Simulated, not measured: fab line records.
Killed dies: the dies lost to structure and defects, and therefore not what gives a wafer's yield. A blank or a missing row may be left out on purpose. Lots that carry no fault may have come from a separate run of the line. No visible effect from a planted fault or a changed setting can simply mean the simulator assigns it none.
fab line records ; flow n5Finfet
[record] lots = 6; wafers = 18; lastDay = 19
route steps=1938 shown BEOL_M5@1192 BEOL_M6@1194 PASSIVATION@1936
lots with no fault: from the same line, run without faults
startH: hours from the record's first day to the start of the lot's first wafer shown ; waitH: time in hours since the lot's previous step ; " repeats the value in the row above ; L1.1+2: a row that stands for several wafers ; - either no value or no given start ; * or withheld: withheld ; < > ~ a bound
route shown NAME@n: a module of which the file shows steps, and the number in the route of the first ; usual: mean and standard deviation over wafers with no fault ; same: alike in all rows ; chamber/n: place in a boat ; sites: each site's reading ; _std_site: how widely they spread, as a standard deviation ; _edge_site: inner sites' mean taken away from outer sites' mean ; radiusMm: for every site, how far away it sits from the centre of the wafer ; mask NAME#n: copy n ; behind: tool/chamber where the wafer was last shaped ; hold: cause of the lot's hold/its duration in hours/its outcome ; device: names the non-switching transistor (n, p or np) ; end of line: tests run on the same wafers once the route is complete ; a step given without rows: its recipe and nothing more ; killed: at the first sort, the dies lost to defects and structure; wafer yield is something else ; map: a wafer's dies, marking killed ones x, the rest . and places with no die _
set.NAME: setting as actually run; set.NAME@STEP: the setting as run at that earlier step ; model.NAME: the simulator's own value behind a step, which no gauge read
lots at some steps of the route; a table a step, a row a wafer
services: a tool's chamber out of use, with start hour (startH, from the record's first day; less than 0 if before it), hours out, and reason
[[steps]]
[step N5_BEOL_M5_RS_MEAS_57]
[recipe] thkMeasGauge = four-point-probe; reads = Co_of_BEOL_M5_CO_CAP_78+Cu_of_BEOL_M5_ECD_50+Co_of_BEOL_M5_CVD_47+TaN_of_BEOL_M5_ALD_86
[usual] M5_RS = 0.391/0.013
lot.wafer;tool;chamber;startH;waitH;M5_RS[ohm/sq]
L502.1;filmMetro-02;-;217.10;0.0;0.378
L502.4;filmMetro-02;-;217.10;0.0;0.380
L502.6;filmMetro-02;-;217.10;0.0;0.398
L506.2;filmMetro-02;-;253.20;0.1;0.397
L506.4;filmMetro-02;-;253.20;0.1;0.427
L506.5;filmMetro-02;-;253.20;0.1;0.417
L517.2;filmMetro-01;-;318.18;0.1;0.367
L517.4;filmMetro-01;-;318.18;0.1;0.407
L517.6;filmMetro-01;-;318.18;0.1;0.366
L522.2;filmMetro-01;-;331.67;0.1;0.415
L522.3;filmMetro-01;-;331.67;0.1;0.389
L522.5;filmMetro-01;-;331.67;0.1;0.409
L523.2;filmMetro-01;-;356.92;0.1;0.393
L523.5;filmMetro-01;-;356.92;0.1;0.374
L523.6;filmMetro-01;-;356.92;0.1;0.395
L524.2;filmMetro-01;-;359.28;0.1;0.379
L524.4;filmMetro-01;-;359.28;0.1;0.390
L524.5;filmMetro-01;-;359.28;0.1;0.380
[step N5_BEOL_M5_INSPECT_58]
[recipe] inspectInstrument = darkfield; mode = postDep
[usual] rawDefectCount = 78/29
lot.wafer;tool;chamber;startH;waitH;rawDefectCount
L502.1;defectInspect-01;-;217.12;0.0;51
L502.4;defectInspect-01;-;217.12;0.0;48
L502.6;defectInspect-01;-;217.12;0.0;50
L506.2;defectInspect-02;-;253.23;0.0;80
L506.4;defectInspect-02;-;253.23;0.0;69
L506.5;defectInspect-02;-;253.23;0.0;54
L517.2;defectInspect-02;-;318.20;0.0;83
L517.4;defectInspect-02;-;318.20;0.0;82
L517.6;defectInspect-02;-;318.20;0.0;59
L522.2;defectInspect-02;-;331.69;0.0;80
L522.3;defectInspect-02;-;331.69;0.0;62
L522.5;defectInspect-02;-;331.69;0.0;82
L523.2;defectInspect-01;-;356.94;0.0;77
L523.5;defectInspect-01;-;356.94;0.0;60
L523.6;defectInspect-01;-;356.94;0.0;110
L524.2;defectInspect-01;-;359.31;0.0;113
L524.4;defectInspect-01;-;359.31;0.0;100
L524.5;defectInspect-01;-;359.31;0.0;163
[step N5_BEOL_M6_ILD_DEP_00]
[recipe] material = SiCOH_lowk; targetThkA = 1797.5; tempC = 300; precursor = DEMS/porogen; pressureTorr = 5; rfW = 500; timeS = 33.4
[usual] heaterPowerW = 311/36; rfFwdPowerW = 496.1/1.8; showerheadPlenumPTorr = 5.741/0.017; throttleValvePct = 14.1/0.61
lot.wafer;tool;chamber;startH;waitH;heaterPowerW;rfFwdPowerW;showerheadPlenumPTorr;throttleValvePct
L502.1;pecvd-04;2;217.16;0.0;327;495.5;5.717;13.4
L502.4;pecvd-04;0;217.16;0.0;268;494.6;5.753;15.0
L502.6;pecvd-04;1;217.16;0.0;305;496.9;5.764;14.5
L506.2;pecvd-04;1;253.27;0.0;248;496.4;5.772;14.3
L506.4;pecvd-04;2;253.27;0.0;338;496.4;5.700;13.4
L506.5;pecvd-04;0;253.27;0.0;228;494.0;5.743;14.9
L517.2;pecvd-02;0;318.24;0.0;330;496.8;5.749;14.4
L517.4;pecvd-02;0;318.24;0.0;324;497.5;5.728;14.4
L517.6;pecvd-02;1;318.24;0.0;271;493.0;5.733;13.8
L522.2;pecvd-04;0;331.73;0.0;253;493.3;5.755;15.1
L522.3;pecvd-04;1;331.73;0.0;289;495.8;5.762;14.5
L522.5;pecvd-04;2;331.73;0.0;342;493.5;5.718;13.4
L523.2;pecvd-04;2;356.98;0.0;308;499.0;5.718;13.2
L523.5;pecvd-04;1;356.98;0.0;289;495.5;5.759;14.1
L523.6;pecvd-04;0;356.98;0.0;236;496.8;5.749;14.8
L524.2;pecvd-02;0;359.35;0.0;322;499.9;5.744;14.5
L524.4;pecvd-02;0;359.35;0.0;332;497.8;5.749;14.6
L524.5;pecvd-02;2;359.35;0.0;321;493.8;5.747;13.2
[step N5_BEOL_M6_CURE_74]
[recipe] tempC = 385; timeS = 240; ambient = He/Ar; material = SiCOH_lowk
[usual] lampPowerPct = 52.31/0.052; wafer_temp_C_max = 386.8/0.73
lot.wafer;tool;chamber;startH;waitH;lampPowerPct;wafer_temp_C_max
L502.1;uvCure-03;0;217.23;0.0;52.31;386.9
L502.4;uvCure-03;0;217.23;0.0;52.26;386.4
L502.6;uvCure-03;0;217.23;0.0;52.19;386.2
L506.2;uvCure-03;2;253.49;0.2;52.34;386.2
L506.4;uvCure-03;2;253.49;0.2;52.26;385.9
L506.5;uvCure-03;2;253.49;0.2;52.32;386.0
L517.2;uvCure-02;0;318.38;0.1;52.33;387.2
L517.4;uvCure-02;0;318.38;0.1;52.37;386.5
L517.6;uvCure-02;0;318.38;0.1;52.26;386.5
L522.2;uvCure-02;0;332.18;0.4;52.32;386.6
L522.3;uvCure-02;0;332.18;0.4;52.30;387.0
L522.5;uvCure-02;0;332.18;0.4;52.30;387.6
L523.2;uvCure-03;0;357.12;0.1;52.35;387.1
L523.5;uvCure-03;0;357.12;0.1;52.26;387.0
L523.6;uvCure-03;0;357.12;0.1;52.32;387.0
L524.2;uvCure-01;0;359.59;0.2;52.36;386.9
L524.4;uvCure-01;0;359.59;0.2;52.28;387.7
L524.5;uvCure-01;0;359.59;0.2;52.32;387.9
[step N5_BEOL_M6_THK_MEAS_01]
[recipe] reads = SiCOH_lowk_of_BEOL_M6_ILD_DEP_00
[usual] M6_ILD_THK = 155.7/2
lot.wafer;tool;chamber;startH;waitH;M6_ILD_THK[nm]
L502.1;filmMetro-02;-;217.74;0.4;154.2
L502.4;filmMetro-02;-;217.74;0.4;155.1
L502.6;filmMetro-02;-;217.74;0.4;159.3
L506.2;filmMetro-02;-;254.32;0.7;155.7
L506.4;filmMetro-02;-;254.32;0.7;156.9
L506.5;filmMetro-02;-;254.32;0.7;153.6
L517.2;filmMetro-01;-;318.82;0.4;158.2
L517.4;filmMetro-01;-;318.82;0.4;158.4
L517.6;filmMetro-01;-;318.82;0.4;157.5
L522.2;filmMetro-02;-;332.61;0.4;152.3
L522.3;filmMetro-02;-;332.61;0.4;155.5
L522.5;filmMetro-02;-;332.61;0.4;157.7
L523.2;filmMetro-02;-;357.56;0.4;155.8
L523.5;filmMetro-02;-;357.56;0.4;158.6
L523.6;filmMetro-02;-;357.56;0.4;155.6
L524.2;filmMetro-02;-;360.42;0.7;153.8
L524.4;filmMetro-02;-;360.42;0.7;155.9
L524.5;filmMetro-02;-;360.42;0.7;157.9
[step N5_BEOL_M6_PECVD_70]
[recipe] material = SiO2; targetThkA = 200; tempC = 400; precursor = TEOS/O2; pressureTorr = 5.5; rfW = 450; teosFlowSccm = 53.8; gas = O2; flowSccm = 3000; timeS = 22.7
[usual] heaterPowerW = 718/60; rfFwdPowerW = 445.4/1.7; showerheadPlenumPTorr = 8.78/0.064; throttleValvePct = 22.8/1
lot.wafer;tool;chamber;startH;waitH;heaterPowerW;rfFwdPowerW;showerheadPlenumPTorr;throttleValvePct
L502.1;pecvd-02;0;217.78;0.0;738;447.3;8.76;23.2
L502.4;pecvd-02;0;217.78;0.0;729;447.3;8.77;23.4
L502.6;pecvd-02;2;217.78;0.0;714;445.7;8.78;21.2
L506.2;pecvd-01;1;254.36;0.0;828;446.2;8.86;22.5
L506.4;pecvd-01;0;254.36;0.0;691;444.6;8.75;23.8
L506.5;pecvd-01;0;254.36;0.0;709;445.1;8.74;23.9
L517.2;pecvd-04;2;318.85;0.0;781;446.6;8.69;21.7
L517.4;pecvd-04;0;318.85;0.0;661;445.5;8.88;24.0
L517.6;pecvd-04;1;318.85;0.0;637;445.7;8.85;23.1
L522.2;pecvd-01;1;332.65;0.0;845;445.7;8.88;22.9
L522.3;pecvd-01;2;332.65;0.0;753;442.0;8.67;22.9
L522.5;pecvd-01;2;332.65;0.0;755;444.2;8.67;22.7
L523.2;pecvd-01;2;357.59;0.0;688;445.5;8.66;23.0
L523.5;pecvd-01;2;357.59;0.0;698;444.2;8.68;23.0
L523.6;pecvd-01;0;357.59;0.0;662;443.6;8.78;24.1
L524.2;pecvd-01;0;360.46;0.0;731;445.6;8.80;24.2
L524.4;pecvd-01;1;360.46;0.0;812;446.2;8.87;22.7
L524.5;pecvd-01;2;360.46;0.0;757;442.8;8.68;22.9
[step N5_BEOL_M6_HM_DEP_02]
[recipe] material = TiN; targetThkA = 200; tempC = 25; chamberPressurePa = 0.49996
[usual] throttleValvePct = 29.9/0.96
lot.wafer;tool;chamber;startH;waitH;throttleValvePct
L502.1;pvdSputter-02;-;218.28;0.5;29.6
L502.4;pvdSputter-02;-;218.28;0.5;31.2
L502.6;pvdSputter-02;-;218.28;0.5;30.5
L506.2;pvdSputter-03;-;255.30;0.9;30.1
L506.4;pvdSputter-03;-;255.30;0.9;30.9
L506.5;pvdSputter-03;-;255.30;0.9;30.1
L517.2;pvdSputter-03;-;319.77;0.9;29.9
L517.4;pvdSputter-03;-;319.77;0.9;31.0
L517.6;pvdSputter-03;-;319.77;0.9;28.3
L522.2;pvdSputter-03;-;333.62;1.0;28.5
L522.3;pvdSputter-03;-;333.62;1.0;29.8
L522.5;pvdSputter-03;-;333.62;1.0;30.1
L523.2;pvdSputter-01;-;359.41;1.8;32.0
L523.5;pvdSputter-01;-;359.41;1.8;29.4
L523.6;pvdSputter-01;-;359.41;1.8;28.6
L524.2;pvdSputter-01;-;360.91;0.4;31.7
L524.4;pvdSputter-01;-;360.91;0.4;30.1
L524.5;pvdSputter-01;-;360.91;0.4;29.4
[step N5_BEOL_M6_COAT_59]
[recipe] resist = SOC; tempC = 250; timeS = 60; spinRpm = 1500; resistThkNm = 100
[step N5_BEOL_M6_COAT_60]
[recipe] resist = SiARC; tempC = 220; timeS = 60; spinRpm = 1500; resistThkNm = 35
[step N5_BEOL_M6_COAT_05]
[recipe] resist = CAR-ArF; spinRpm = 1500; resistThkNm = 90
[step N5_BEOL_M6_EBR_07]
[recipe] solvent = PGMEA; ebrWidthMm = 1.5
[step N5_BEOL_M6_SOFTBAKE_06]
[recipe] tempC = 110; timeS = 60; resist = CAR-ArF
[step N5_BEOL_M6_EXPOSE_08]
[recipe] maskId = M6; na = 1.35; sourceShape = dipole; sigmaInner = 0.817; sigmaOuter = 0.97; polarization = te; doseMj = 68.25
[usual] stageVelMmS = 499.98/0.24
[same] sigmaInner = 0.817
lot.wafer;tool;chamber;startH;waitH;mask;stageVelMmS;model.BEOL_M6.overlayXNm
L502.1;arfiScanner-03;0;218.65;-;M6#0;500.23;0.6
L502.4;arfiScanner-03;0;218.65;-;M6#0;500.40;0.6
L502.6;arfiScanner-03;0;218.65;-;M6#0;499.70;0.6
L506.2;arfiScanner-01;0;255.68;-;M6#0;499.33;0.4
L506.4;arfiScanner-01;0;255.68;-;M6#0;499.80;0.4
L506.5;arfiScanner-01;0;255.68;-;M6#0;499.95;0.4
L517.2;arfiScanner-03;0;320.02;-;M6#0;500.00;12.4
L517.4;arfiScanner-03;0;320.02;-;M6#0;500.01;12.4
L517.6;arfiScanner-03;0;320.02;-;M6#0;499.98;12.4
L522.2;arfiScanner-03;0;334.07;-;M6#0;499.69;12.8
L522.3;arfiScanner-03;0;334.07;-;M6#0;499.76;12.8
L522.5;arfiScanner-03;0;334.07;-;M6#0;499.84;12.8
L523.2;arfiScanner-01;0;359.79;-;M6#0;499.96;-0.4
L523.5;arfiScanner-01;0;359.79;-;M6#0;500.03;-0.4
L523.6;arfiScanner-01;0;359.79;-;M6#0;500.06;-0.4
L524.2;arfiScanner-01;0;361.17;-;M6#0;500.27;-0.2
L524.4;arfiScanner-01;0;361.17;-;M6#0;500.11;-0.2
L524.5;arfiScanner-01;0;361.17;-;M6#0;499.94;-0.2
[step N5_BEOL_M6_PEB_09]
[recipe] pebTempC = withheld; pebTimeS = 60; resist = CAR-ArF
[step N5_BEOL_M6_DEVELOP_10]
[recipe] developTimeS = 30; developer = TMAH; resist = CAR-ArF; rinseLiquid = diw; dry = airSpin; devTempC = 23
[step N5_BEOL_M6_CD_MEAS_11]
[recipe] targetCdNm = 38.5; landingEnergyEv = 500; detector = seInlens; polarity = opening
[usual] cdNm = 38.3/0.52
lot.wafer;tool;chamber;startH;waitH;cdNm
L502.1;cdSem-02;0;218.78;-;38.8
L502.4;cdSem-02;0;218.78;-;38.9
L502.6;cdSem-02;0;218.78;-;38.9
L506.2;cdSem-01;0;255.80;-;38.2
L506.4;cdSem-01;0;255.80;-;38.0
L506.5;cdSem-01;0;255.80;-;38.2
L517.2;cdSem-03;0;320.15;-;38.6
L517.4;cdSem-03;0;320.15;-;39.1
L517.6;cdSem-03;0;320.15;-;38.3
L522.2;cdSem-02;0;334.19;-;39.0
L522.3;cdSem-02;0;334.19;-;39.5
L522.5;cdSem-02;0;334.19;-;38.9
L523.2;cdSem-03;0;359.91;-;37.7
L523.5;cdSem-03;0;359.91;-;37.6
L523.6;cdSem-03;0;359.91;-;36.9
L524.2;cdSem-03;0;361.29;-;38.0
L524.4;cdSem-03;0;361.29;-;37.8
L524.5;cdSem-03;0;361.29;-;38.3
[step N5_BEOL_M6_OVL_MEAS_12]
[recipe] pointsPerWafer = 44
[usual] M6_OVL = -0.1/0.75
lot.wafer;tool;chamber;startH;waitH;M6_OVL[nm]
L502.1;overlay-02;0;218.81;0.0;0.6
L502.4;overlay-02;0;218.81;0.0;-0.8
L502.6;overlay-02;0;218.81;0.0;0.1
L506.2;overlay-02;0;255.83;0.0;0.4
L506.4;overlay-02;0;255.83;0.0;0.3
L506.5;overlay-02;0;255.83;0.0;0.3
L517.2;overlay-02;0;320.18;0.0;11.7
L517.4;overlay-02;0;320.18;0.0;12.2
L517.6;overlay-02;0;320.18;0.0;11.5
L522.2;overlay-01;0;334.22;0.0;12.9
L522.3;overlay-01;0;334.22;0.0;13.1
L522.5;overlay-01;0;334.22;0.0;13.4
L523.2;overlay-01;0;359.94;0.0;-0.8
L523.5;overlay-01;0;359.94;0.0;-0.6
L523.6;overlay-01;0;359.94;0.0;-0.4
L524.2;overlay-01;0;361.32;0.0;-0.3
L524.4;overlay-01;0;361.32;0.0;-0.9
L524.5;overlay-01;0;361.32;0.0;-1.2
[step N5_BEOL_M6_INSPECT_13]
[recipe] mode = adi; inspectInstrument = brightfield
[usual] rawDefectCount = 430/98
lot.wafer;tool;chamber;startH;waitH;rawDefectCount
L502.1;defectInspect-01;-;218.84;0.0;380
L502.4;defectInspect-01;-;218.84;0.0;206
L502.6;defectInspect-01;-;218.84;0.0;264
L506.2;defectInspect-02;-;255.85;0.0;397
L506.4;defectInspect-02;-;255.85;0.0;507
L506.5;defectInspect-02;-;255.85;0.0;493
L517.2;defectInspect-01;-;320.20;0.0;562
L517.4;defectInspect-01;-;320.20;0.0;367
L517.6;defectInspect-01;-;320.20;0.0;355
L522.2;defectInspect-01;-;334.24;0.0;477
L522.3;defectInspect-01;-;334.24;0.0;399
L522.5;defectInspect-01;-;334.24;0.0;322
L523.2;defectInspect-01;-;359.97;0.0;536
L523.5;defectInspect-01;-;359.97;0.0;391
L523.6;defectInspect-01;-;359.97;0.0;494
L524.2;defectInspect-02;-;361.34;0.0;494
L524.4;defectInspect-02;-;361.34;0.0;464
L524.5;defectInspect-02;-;361.34;0.0;479
[step N5_PASSIVATION_PROBE_49]
[usual] defectLimitedYield = 91.6/1.4; killed_at_M0_to_M3 = 33/10; killed_at_M4_up = 13/5.3; killedAtContacts = 13/5.9; killedAtFrontEnd = 36/12; killedAtOther = 4/3.1; killedDies = 99/16; killedOpen = 65/13; killedShort = 32/7.3; sort_bin_5_function = 4.9/0.9; sort_bin_6_memory = 3.1/0.66; sortNPass = 1081/17; sortYieldPct = 91.6/1.4
[same] grossDies = 1180; killedAtBackSide = 0; sort_bin_4_leakage[%] = 0; sort_bin_8_speed[%] = 0
lot.wafer;tool;chamber;startH;waitH;defectLimitedYield[%];killed_at_M0_to_M3;killed_at_M4_up;killedAtContacts;killedAtFrontEnd;killedAtOther;killedDies;killedOpen;killedShort;sort_bin_5_function[%];sort_bin_6_memory[%];sortNPass;sortYieldPct[%]
L522.3;prober-02;-;433.82;0.1;90.3;43;22;13;33;4;115;76;36;5.3;4.0;1065;90.3
// killed by level:class
L522.3 BEOL_M0_SAQP:geometricParticle:short=14 MOL_CONTACT_COAG:geometricParticle:open=12 BEOL_M4:geometricParticle:open=9 BEOL_M0_SAQP:geometricParticle:open=8 BEOL_M2:geometricParticle:open=8 FIN_SAQP:geometricParticle:open=6 DUMMY_GATE:geometricParticle:open=5 BEOL_M1:geometricParticle:open=5
[[services]]
tool;chamber;startH;hours;kind
pecvd-04;1;196.95;5.5;scheduledDown
uvCure-02;-;198.68;9.2;pm
pecvd-04;-;203.08;1.3;repair
arfiScanner-03;-;204.72;1.3;pm
arfiScanner-01;-;210.01;0.8;pm
pecvd-01;2;215.87;20.5;repair
arfiScanner-01;-;226.22;1.0;pm
arfiScanner-03;-;255.51;1.0;pm
pecvd-04;0;256.02;5.2;repair
uvCure-02;-;260.18;6.9;repair
arfiScanner-01;-;261.73;1.3;pm
arfiScanner-03;-;280.58;0.8;pm
arfiScanner-01;-;282.22;3.9;pm
pecvd-04;2;301.00;2.5;repair
arfiScanner-01;-;312.18;3.1;pm
arfiScanner-03;-;314.04;1.0;pm
arfiScanner-03;-;318.75;0.7;repair
pecvd-04;1;322.83;2.1;scheduledDown
uvCure-01;-;329.99;7.1;pm
arfiScanner-03;-;330.22;1.3;pm
pecvd-02;-;337.78;0.8;pm
arfiScanner-01;-;348.25;1.0;pm
uvCure-03;-;352.18;1.0;pm
uvCure-02;-;355.46;7.5;pm
[[key]]
[firstSign] step = N5_BEOL_M6_OVL_MEAS_12; reading = M6_OVL; direction = up; sigmas = 17; usual = -0.1; struck = 12.5
effect none on later readings
[modelEffect] step = N5_BEOL_M6_EXPOSE_08; value = BEOL_M6.overlayXNm; without = 0.3; struck = 12.6
metAt N5_BEOL_M6_EXPOSE_08
struckWafers L517.2,L517.4,L517.6,L522.2,L522.3,L522.5
onsetBetween 218.65 320.02
alsoFits N5_BEOL_M6_CURE_74:uvCure-02,N5_BEOL_M6_HM_DEP_02:pvdSputter-03
[fault] kind = scannerMatchingOverlay; tool = arfiScanner-03; chamber = -; onsetH = 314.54; steps = N5_BEOL_M6_EXPOSE_08; offset = 12.284
